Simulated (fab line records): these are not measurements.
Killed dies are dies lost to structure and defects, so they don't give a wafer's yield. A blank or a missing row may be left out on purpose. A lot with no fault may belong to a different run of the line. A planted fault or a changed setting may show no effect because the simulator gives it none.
fab line records -- flow n5Finfet -- part 2 of 2: steps 23 to 28 of 28
[record] lots = 5, wafers = 15, lastDay = 17
route steps=1938 shown BEOL_M5@1188 BEOL_M6@1194
lots untouched by any fault: they come from a run of this same line in which no faults occurred
startH: hours from the record's first day to the start of the lot's first wafer shown -- waitH: hours from the lot's prior step to this one -- " unchanged from the row above -- L1.1+2: a single row standing in for several wafers -- - no value, or no start given -- * or withheld: withheld -- < > ~ a bound
route shown NAME@n: a module of which the file shows steps, and the number in the route of the first -- usual: mean/standard deviation taken from wafers without a fault -- same: alike in all rows -- chamber/n: place in a boat -- sites: each site's reading -- _std_site: the standard deviation of these -- _edge_site: outer sites' mean less inner sites' -- radiusMm: how far each site lies from the wafer's centre -- mask NAME#n: copy n -- behind: the most recent tool/chamber to have shaped the wafer -- hold: why the lot was held/for how many hours/how that ended -- device: names the non-switching transistor (n, p or np) -- end of line: tests of these same wafers at the route's end -- for a step that has no rows: nothing shown but its recipe -- killed: at the first sort, the dies lost to defects and structure; wafer yield is something else -- map: per-die view of a wafer (x killed, . not killed, _ where there is no die)
set.NAME: setting as actually run; set.NAME@STEP: the setting as run at that earlier step -- model.NAME: the simulator's own value behind a step, which no gauge read
a table for each step, a row for each wafer; lots at some steps of the route
services: from which hour (startH, from the record's first day; less than 0 if before it) a tool's chamber was out of use, for how many hours, and why
[[steps]]
[step N5_BEOL_M6_DESCUM_16]
[recipe] chemistry = O2, timeS = 7.9, sourcePowerW = 50, biasPowerW = 20, pressureMtorr = 20, rfFrequencyHz = 2.712e+07, tempC = 40, resist = CAR-ArF, o2FlowSccm = 225
[usual] drypumpMotorCurrentA = 5.7/0.59, oesProductAu = 0.82/0.097, rfVppV = 243.4/1.5, showerheadPlenumPTorr = 2.10/0.078, throttleValvePct = 20.44/0.22
lot.wafer,tool,chamber,startH,waitH,drypumpMotorCurrentA,oesProductAu,rfHoursCounterH,rfVppV,showerheadPlenumPTorr,throttleValvePct
L078.2,rieDiel-04,0,215.98,0.3,6.7,0.73,196,244.6,2.14,20.29
L078.4,rieDiel-04,3,215.98,0.3,6.2,0.76,-,240.5,2.01,20.64
L078.5,rieDiel-04,2,215.98,0.3,5.7,0.95,-,242.8,2.03,20.23
L081.1,rieDiel-04,2,218.00,0.1,5.7,0.94,13,242.5,2.03,20.24
L081.4,rieDiel-04,3,218.00,0.1,6.2,0.76,-,243.3,2.00,20.67
L081.6,rieDiel-04,2,218.00,0.1,5.7,0.94,-,241.2,2.03,20.23
L085.1,rieDiel-06,3,249.08,0.0,5.9,0.79,123,242.7,2.10,20.46
L085.2,rieDiel-06,0,249.08,0.0,6.2,0.96,6,242.1,2.04,20.37
L085.5,rieDiel-06,0,249.08,0.0,6.2,0.97,-,242.6,2.04,20.37
L095.2,rieDiel-05,0,307.54,0.1,4.8,0.89,42,244.9,2.24,20.56
L095.5,rieDiel-05,2,307.54,0.1,5.3,0.81,-,244.0,2.11,20.19
L095.6,rieDiel-05,0,307.54,0.1,4.8,0.89,-,245.3,2.24,20.57
L096.2,rieDiel-04,0,316.26,1.5,6.7,0.69,234,243.4,2.13,20.33
L096.5,rieDiel-04,1,316.26,1.5,5.9,0.89,-,244.2,2.15,20.82
L096.6,rieDiel-04,2,316.26,1.5,5.7,0.87,-,242.4,2.02,20.29
[step N5_BEOL_M6_ETCH_61]
[recipe] chemistry = CF4, target = SiARC, targetDepthA = 455, maskMaterial = CAR-ArF, timeS = 75.8, ionEnergyEv = 80, pressureMtorr = 40, sourceW = 545, biasW = 36, Ar_flow_sccm = 100, cf4FlowSccm = 100, ends = cleared
[usual] drypumpMotorCurrentA = 5.7/0.59, etchRfOnTimeS = 75.1/2.3, oesProductAu = 0.70/0.084, rfVppV = 184.2/1.2, showerheadPlenumPTorr = 2.16/0.071, throttleValvePct = 15.64/0.23
lot.wafer,tool,chamber,startH,waitH,drypumpMotorCurrentA,etchRfOnTimeS,oesProductAu,rfHoursCounterH,rfVppV,showerheadPlenumPTorr,throttleValvePct
L078.2,rieDiel-04,0,216.02,0.0,6.7,75.2,0.62,196,183.6,2.22,15.72
L078.4,rieDiel-04,3,216.02,0.0,6.2,77.7,0.64,-,183.3,2.07,15.89
L078.5,rieDiel-04,2,216.02,0.0,5.7,76.6,0.80,-,184.7,2.09,15.40
L081.1,rieDiel-04,2,218.04,0.0,5.6,77.2,0.78,13,183.2,2.09,15.40
L081.4,rieDiel-04,3,218.04,0.0,6.2,78.4,0.64,-,182.7,2.07,15.91
L081.6,rieDiel-04,2,218.04,0.0,5.7,77.4,0.79,-,183.3,2.09,15.39
L085.1,rieDiel-06,3,249.12,0.0,5.9,76.4,0.66,123,184.7,2.15,15.64
L085.2,rieDiel-06,0,249.12,0.0,6.2,73.7,0.83,6,183.2,2.10,15.58
L085.5,rieDiel-06,0,249.12,0.0,6.3,73.6,0.82,-,182.8,2.10,15.57
L095.2,rieDiel-05,0,307.58,0.0,4.8,71.2,0.79,42,185.0,2.27,15.52
L095.5,rieDiel-05,2,307.58,0.0,5.3,75.5,0.68,-,184.8,2.14,15.26
L095.6,rieDiel-05,0,307.58,0.0,4.8,70.6,0.80,-,185.2,2.27,15.54
L096.2,rieDiel-04,0,316.29,0.0,6.7,76.8,0.60,234,184.8,2.20,15.79
L096.5,rieDiel-04,1,316.29,0.0,5.9,71.9,0.78,-,183.9,2.19,15.77
L096.6,rieDiel-04,2,316.29,0.0,5.7,76.7,0.73,-,184.4,2.07,15.49
[step N5_BEOL_M6_ETCH_62]
[recipe] chemistry = N2/H2, target = SOC, targetDepthA = 1100, overetchA = 220, maskMaterial = SiARC, tempC = 40, timeS = 165, ionEnergyEv = 200, pressureMtorr = 30, sourceW = 840, biasW = 150, n2FlowSccm = 200, h2FlowSccm = 200
[usual] drypumpMotorCurrentA = 5.8/0.59, oesProductAu = 0.70/0.078, rfVppV = 524.4/2.4, showerheadPlenumPTorr = 2.56/0.09, throttleValvePct = 17.86/0.21
lot.wafer,tool,chamber,startH,waitH,drypumpMotorCurrentA,oesProductAu,rfHoursCounterH,rfVppV,showerheadPlenumPTorr,throttleValvePct
L078.2,rieDiel-04,0,216.07,0.0,6.7,0.62,196,525.6,2.63,17.89
L078.4,rieDiel-04,3,216.07,0.0,6.2,0.64,-,519.5,2.44,18.19
L078.5,rieDiel-04,2,216.07,0.0,5.7,0.80,-,522.4,2.48,17.64
L081.1,rieDiel-04,2,218.09,0.0,5.7,0.79,13,521.9,2.48,17.63
L081.4,rieDiel-04,3,218.09,0.0,6.2,0.65,-,521.5,2.44,18.17
L081.6,rieDiel-04,2,218.09,0.0,5.7,0.79,-,522.9,2.48,17.65
L085.1,rieDiel-06,3,249.17,0.0,5.9,0.66,123,523.5,2.56,17.83
L085.2,rieDiel-06,0,249.17,0.0,6.2,0.80,6,522.5,2.51,17.83
L085.5,rieDiel-06,0,249.17,0.0,6.2,0.80,-,523.1,2.51,17.82
L095.2,rieDiel-05,0,307.63,0.0,4.8,0.75,42,527.4,2.70,17.80
L095.5,rieDiel-05,2,307.63,0.0,5.3,0.68,-,524.8,2.55,17.50
L095.6,rieDiel-05,0,307.63,0.0,4.8,0.75,-,527.7,2.70,17.79
L096.2,rieDiel-04,0,316.35,0.0,6.7,0.60,234,526.6,2.62,17.96
L096.5,rieDiel-04,1,316.35,0.0,5.9,0.75,-,525.5,2.58,17.94
L096.6,rieDiel-04,2,316.35,0.0,5.7,0.73,-,522.4,2.47,17.70
[step N5_BEOL_M6_STRIP_68]
[recipe] chemistry = N2/H2, tempC = 40, n2FlowSccm = 200, h2FlowSccm = 200, rfFrequencyHz = 6e+07
lot.wafer,tool,chamber,startH,waitH
L078.2+4+5,rieDiel-04,"0,3,2",216.21,0.1
L081.1+4+6,rieDiel-04,"2,3,2",218.23,0.1
L085.1+2+5,rieDiel-06,"3,0,0",249.31,0.1
L095.2+5+6,rieDiel-05,"0,2,0",307.77,0.1
L096.2+5+6,rieDiel-04,"0,1,2",316.48,0.1
[step N5_BEOL_M6_STRIP_67]
[recipe] chemistry = CF4, resist = SiARC, powerW = 300, biasPowerW = 75, pressureMtorr = 50, cf4FlowSccm = 150, rfFrequencyHz = 6e+07
[usual] drypumpMotorCurrentA = 5.7/0.59, oesProductAu = 0.82/0.092, rfVppV = 271.5/1.5, showerheadPlenumPTorr = 1.81/0.058, throttleValvePct = 13.61/0.21
lot.wafer,tool,chamber,startH,waitH,drypumpMotorCurrentA,oesProductAu,rfHoursCounterH,rfVppV,showerheadPlenumPTorr,throttleValvePct
L078.2,rieDiel-04,0,216.22,0.0,6.7,0.73,196,272.2,1.86,13.74
L078.4,rieDiel-04,3,216.22,0.0,6.2,0.77,-,269.9,1.72,13.82
L078.5,rieDiel-04,2,216.22,0.0,5.7,0.95,-,270.2,1.76,13.41
L081.1,rieDiel-04,2,218.24,0.0,5.6,0.94,13,269.9,1.76,13.39
L081.4,rieDiel-04,3,218.24,0.0,6.2,0.76,-,270.4,1.72,13.83
L081.6,rieDiel-04,2,218.24,0.0,5.7,0.94,-,271.0,1.76,13.40
L085.1,rieDiel-06,3,249.32,0.0,5.8,0.77,123,269.1,1.80,13.61
L085.2,rieDiel-06,0,249.32,0.0,6.2,0.94,6,271.6,1.77,13.52
L085.5,rieDiel-06,0,249.32,0.0,6.2,0.94,-,270.5,1.77,13.51
L095.2,rieDiel-05,0,307.78,0.0,4.8,0.88,42,272.3,1.89,13.42
L095.5,rieDiel-05,2,307.78,0.0,5.3,0.79,-,272.7,1.81,13.31
L095.6,rieDiel-05,0,307.78,0.0,4.8,0.89,-,272.8,1.89,13.40
L096.2,rieDiel-04,0,316.49,0.0,6.7,0.71,234,272.9,1.85,13.83
L096.5,rieDiel-04,1,316.49,0.0,5.9,0.90,-,271.2,1.82,13.68
L096.6,rieDiel-04,2,316.49,0.0,5.6,0.86,-,269.7,1.75,13.49
[step N5_BEOL_M6_HM_OPEN_17]
[recipe] chemistry = Cl2/BCl3, targetDepthA = 200, overetchA = 60, target = TiN, maskMaterial = SOC, ionEnergyEv = 150, pressureMtorr = 10, icpW = 1000, biasW = 126, Cl2_flow_sccm = 53.25, bcl3FlowSccm = 21.75, Ar_flow_sccm = 25
[usual] drypumpMotorCurrentA = 5.8/0.42, oesProductAu = 0.69/0.068, throttleValvePct = 21.95/0.15
lot.wafer,tool,chamber,startH,waitH,drypumpMotorCurrentA,oesProductAu,rfHoursCounterH,throttleValvePct
L078.2,rieMetal-01,1,216.26,0.0,5.6,0.78,3,21.91
L078.4,rieMetal-01,0,216.26,0.0,5.9,0.62,-,21.96
L078.5,rieMetal-01,0,216.26,0.0,5.9,0.62,-,21.96
L081.1,rieMetal-02,0,218.28,0.0,6.6,0.71,27,21.79
L081.4,rieMetal-02,0,218.28,0.0,6.6,0.72,-,21.80
L081.6,rieMetal-02,0,218.28,0.0,6.6,0.71,-,21.79
L085.1,rieMetal-03,0,249.36,0.0,5.3,0.71,23,21.89
L085.2,rieMetal-03,1,249.36,0.0,5.6,0.53,120,22.40
L085.5,rieMetal-03,0,249.36,0.0,5.3,0.71,-,21.89
L095.2,rieMetal-03,0,307.82,0.0,5.3,0.72,30,21.86
L095.5,rieMetal-03,1,307.82,0.0,5.6,0.85,-,22.10
L095.6,rieMetal-03,0,307.82,0.0,5.3,0.70,-,21.89
L096.2,rieMetal-01,0,316.53,0.0,5.9,0.62,63,21.96
L096.5,rieMetal-01,1,316.53,0.0,5.5,0.74,-,21.92
L096.6,rieMetal-01,0,316.53,0.0,5.9,0.62,-,21.97
[[services]]
tool,chamber,startH,hours,kind
uvCure-01,-,190.80,4.4,repair
pvdSputter-01,-,194.09,0.8,repair
arfiScanner-02,-,216.06,1.3,pm
arfiScanner-03,-,216.42,1.4,repair
rieMetal-03,-,228.42,2.8,pm
rieDiel-04,1,235.62,8.8,repair
rieDiel-05,3,239.05,115.1,repair
arfiScanner-03,-,244.84,0.7,repair
arfiScanner-02,-,250.34,7.0,repair
arfiScanner-03,-,257.03,1.3,pm
arfiScanner-03,-,258.55,0.8,pm
cvdCo-02,-,263.98,14.6,pm
rieMetal-03,-,264.48,1.2,repair
rieMetal-03,0,269.77,1.1,repair
pecvd-04,2,272.32,2.5,repair
pecvd-03,1,275.80,7.2,repair
uvCure-01,-,282.81,2.1,pm
cvdCo-01,-,285.15,3.3,repair
arfiScanner-02,-,292.38,0.4,repair
pecvd-01,2,298.12,1.9,repair
pecvd-01,-,301.37,14.6,pm
cvdCo-02,-,307.55,0.7,repair
pecvd-03,-,308.30,0.8,pm
arfiScanner-02,-,310.33,0.8,pm
